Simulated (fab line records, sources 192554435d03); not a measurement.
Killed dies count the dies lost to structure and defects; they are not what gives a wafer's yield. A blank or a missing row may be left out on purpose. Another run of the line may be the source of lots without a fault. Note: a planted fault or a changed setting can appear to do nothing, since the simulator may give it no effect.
8D (eight disciplines) problem report, filled in by code	flow n5Finfet	the parts of the form that need people (team, actions taken, sign-off) are left out

1. WHAT WENT WRONG
Wafers without a fault read 34, standard deviation 9.4; killed_at_M0_to_M3 at N5_PASSIVATION_PROBE_49 reads a mean of 135 on 3 wafers belonging to 2 lots. That is +11 standard deviations from the usual mean.
Earliest sighting: wafer L344.1 on prober-01 at day 16 14:01. Wafers with a number at this step in the record: 3, from 2 lots. By rule, "out" or "out of limits" means more than 4 standard deviations away from the usual mean. The other wafers with a number count as sound.

2. WHAT IT IS, AND WHAT IT ISN'T
question	is	is not
which readings at this step	killed_at_M0_to_M3, defectLimitedYield, killedDies, sort_bin_5_function, sortNPass, sortYieldPct	killed_at_M4_up, killedAtContacts, killedAtOther, killedOpen, killedShort
which lots	L344, L346	-
which wafers of those lots	all that have a number	-
read on which tools	prober-01, prober-02	-
when	from day 16 14:01	up to then (0 sound wafers)

3. WHAT RULES OUT EACH SUSPECT
Counting: a tool stays on the suspect list if, at a process step up to the reading, it processed all lots that are out and no sound lot following the first of them.
- rieMetal-01 at N5_BEOL_M0_HM_OPEN_105 (chemistry Cl2/BCl3, target TiN, target depth 12 nm): kept. It ran every lot that is out, first L344 (day 10 10:04), and no sound lot after that.
Remaining after the count: rieMetal-01 at N5_BEOL_M0_HM_OPEN_105.

4. THE CAUSE (what the simulator had put in)
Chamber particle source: rieMetal-01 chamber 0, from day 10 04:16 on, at N5_BEOL_M0_HM_OPEN_105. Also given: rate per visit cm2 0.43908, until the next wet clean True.
Counting left only this tool.

5. THE CHAIN OF EFFECTS, in route order
Rows list readings where the struck wafers' mean (over those with a number) sits beyond 3 standard deviations from the usual. Readings are gone through only where the record gives a usual standard deviation; hours: the median, over the lots, of the time from a lot's start at the first step in this table giving one to that lot's start at this step; sigmas: the change measured in usual standard deviations.
hours	step	reading	usual	on struck wafers	change	sigmas
0	N5_PASSIVATION_PROBE_49	defectLimitedYield	91.2 %	83.9	-7.3	-5.2
0	N5_PASSIVATION_PROBE_49	killed_at_M0_to_M3	34	135	+101	+11
0	N5_PASSIVATION_PROBE_49	killedDies	103	190	+87	+5.4
0	N5_PASSIVATION_PROBE_49	sort_bin_5_function	5.1 %	10.3	+5.2	+5.7
0	N5_PASSIVATION_PROBE_49	sortNPass	1077	990	-87	-5.4
0	N5_PASSIVATION_PROBE_49	sortYieldPct	91.2 %	83.9	-7.3	-5.2
The process steps in it:
- N5_PASSIVATION_PROBE_49

6. WHAT WOULD HAVE CAUGHT IT SOONER
First out-of-limits reading in this record: day 16 14:01, which is 154 hours after fault onset at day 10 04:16.
No tool reading at N5_BEOL_M0_HM_OPEN_105 that has a usual standard deviation in the record was out on any struck wafer, so an alarm limit of 4 standard deviations on those readings would not have fired.
All the lots that are out (2) had begun N5_BEOL_M0_HM_OPEN_105 on rieMetal-01 by day 16 14:01. None of them would have been spared by holding the tool at that moment.
